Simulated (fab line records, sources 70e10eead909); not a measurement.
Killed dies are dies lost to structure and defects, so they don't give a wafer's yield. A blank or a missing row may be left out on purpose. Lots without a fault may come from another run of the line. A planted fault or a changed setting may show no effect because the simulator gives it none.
Tool commonality check | flow nand_harc | 12 lots, 36 wafers sampled

WHY IT WAS OPENED
At NHARC_A_ZERO_WELL_INSPECT_17 the reading raw_defect_count is flagged on 2 of 12 lots. Wafers without a fault read 12, standard deviation 6.3.
Rule: a lot is flagged when every wafer of it that has a number lies more than 4 standard deviations from that mean, or none has a number. The other lots count as sound.

lot  | measured     | on                | raw_defect_count, wafer by wafer | flag
L291 | day 6 20:52  | defect_inspect-01 | 9 16 16                          |
L294 | day 7 23:59  | defect_inspect-02 | 7 6 7                            |
L295 | day 8 07:11  | defect_inspect-02 | 6 6 14                           |
L297 | day 9 00:43  | defect_inspect-01 | 11 13 15                         |
L299 | day 10 04:24 | defect_inspect-02 | 15 30 25                         |
L300 | day 10 10:16 | defect_inspect-01 | 16 16 15                         |
L301 | day 11 07:06 | defect_inspect-01 | 14 27 19                         |
L302 | day 11 12:56 | defect_inspect-01 | 9 3 10                           |
L303 | day 11 22:37 | defect_inspect-02 | 13 4 12                          |
L308 | day 13 18:43 | defect_inspect-02 | 352 381 380                      | FLAGGED
L309 | day 14 09:41 | defect_inspect-02 | 400 316 366                      | FLAGGED
L313 | day 15 19:47 | defect_inspect-01 | 10 16 8                          |
The numbers of the flagged lots are 366 on average: +354 against the usual, or +56 standard deviations.

WHICH TOOL RAN EACH LOT
The record holds 2 process steps before the reading, out of a route of 1302 steps. In each cell: the tool, then ch and the chambers that the sampled wafers went through, then the start.
lot  | flag    | NHARC_A_ZERO_WELL_PRECLEAN_00       | NHARC_A_ZERO_WELL_RTA_16
L291 |         | wet_bench-09 ch 0,2,6, day 6 18:40  | rtp_anneal-01 ch 0, day 6 20:42
L294 |         | wet_bench-05 ch 5,6,7, day 7 21:47  | rtp_anneal-01 ch 0, day 7 23:48
L295 |         | wet_bench-09 ch 3,4,5, day 8 04:58  | rtp_anneal-01 ch 0, day 8 07:04
L297 |         | wet_bench-05 ch 1,2,3, day 8 22:38  | rtp_anneal-01 ch 0, day 9 00:35
L299 |         | wet_bench-04 ch 1,4,7, day 10 02:18 | rtp_anneal-01 ch 0, day 10 04:14
L300 |         | wet_bench-05 ch 2,3,5, day 10 08:03 | rtp_anneal-01 ch 0, day 10 10:05
L301 |         | wet_bench-04 ch 1,2,3, day 11 04:53 | rtp_anneal-01 ch 0, day 11 06:59
L302 |         | wet_bench-05 ch 3,4,6, day 11 10:44 | rtp_anneal-02 ch 0, day 11 12:46
L303 |         | wet_bench-04 ch 2,4,6, day 11 20:10 | rtp_anneal-02 ch 0, day 11 22:25
L308 | FLAGGED | wet_bench-04 ch 2,3,5, day 13 16:31 | rtp_anneal-02 ch 0, day 13 18:32
L309 | FLAGGED | wet_bench-04 ch 2,5,6, day 14 07:26 | rtp_anneal-02 ch 0, day 14 09:29
L313 |         | wet_bench-09 ch 1,2,3, day 15 17:36 | rtp_anneal-02 ch 0, day 15 19:35
What these steps do:
- NHARC_A_ZERO_WELL_PRECLEAN_00: cleans in SPM, time 600 s.
- NHARC_A_ZERO_WELL_RTA_16: time 10 s.
- NHARC_A_ZERO_WELL_INSPECT_17

FLAGGED OVER TOTAL, TOOL BY TOOL (the gauges that took the reading come last)
step                          | tool              | lots run | flagged | share of the flagged lots | sound lots run after its first flagged lot
NHARC_A_ZERO_WELL_PRECLEAN_00 | wet_bench-04      | 5        | 2       | all                       | 0
NHARC_A_ZERO_WELL_PRECLEAN_00 | wet_bench-05      | 4        | 0       | none                      | -
NHARC_A_ZERO_WELL_PRECLEAN_00 | wet_bench-09      | 3        | 0       | none                      | -
NHARC_A_ZERO_WELL_RTA_16      | rtp_anneal-01     | 7        | 0       | none                      | -
NHARC_A_ZERO_WELL_RTA_16      | rtp_anneal-02     | 5        | 2       | all                       | 1 (L313)
NHARC_A_ZERO_WELL_INSPECT_17  | defect_inspect-01 | 6        | 0       | none                      | -
NHARC_A_ZERO_WELL_INSPECT_17  | defect_inspect-02 | 6        | 2       | all                       | 0

WHAT THE TABLE ALLOWS
3 rows of the table ran every flagged lot: wet_bench-04 at NHARC_A_ZERO_WELL_PRECLEAN_00, rtp_anneal-02 at NHARC_A_ZERO_WELL_RTA_16, defect_inspect-02 at NHARC_A_ZERO_WELL_INSPECT_17.
- wet_bench-04 at NHARC_A_ZERO_WELL_PRECLEAN_00: 2 of its 5 lots flagged. Its last sound lot is L303 (day 11 20:10), its first flagged lot L308 (day 13 16:31): a fault that began between those two fits.
- rtp_anneal-02 at NHARC_A_ZERO_WELL_RTA_16: 2 of its 5 lots flagged. Sound lots ran on it after the first flagged one (L313), which a lasting fault on the whole tool wouldn't allow.
- defect_inspect-02 at NHARC_A_ZERO_WELL_INSPECT_17: 2 of its 6 lots flagged. Its last sound lot is L303 (day 11 22:37), its first flagged lot L308 (day 13 18:43): a fault that began between those two fits.
Counting lots can't tell these 2 tools apart, because each fits a fault that began at some hour. More lots, or a look at what each step does to the wafer, might.

WHAT THE SIMULATOR HAD PUT IN
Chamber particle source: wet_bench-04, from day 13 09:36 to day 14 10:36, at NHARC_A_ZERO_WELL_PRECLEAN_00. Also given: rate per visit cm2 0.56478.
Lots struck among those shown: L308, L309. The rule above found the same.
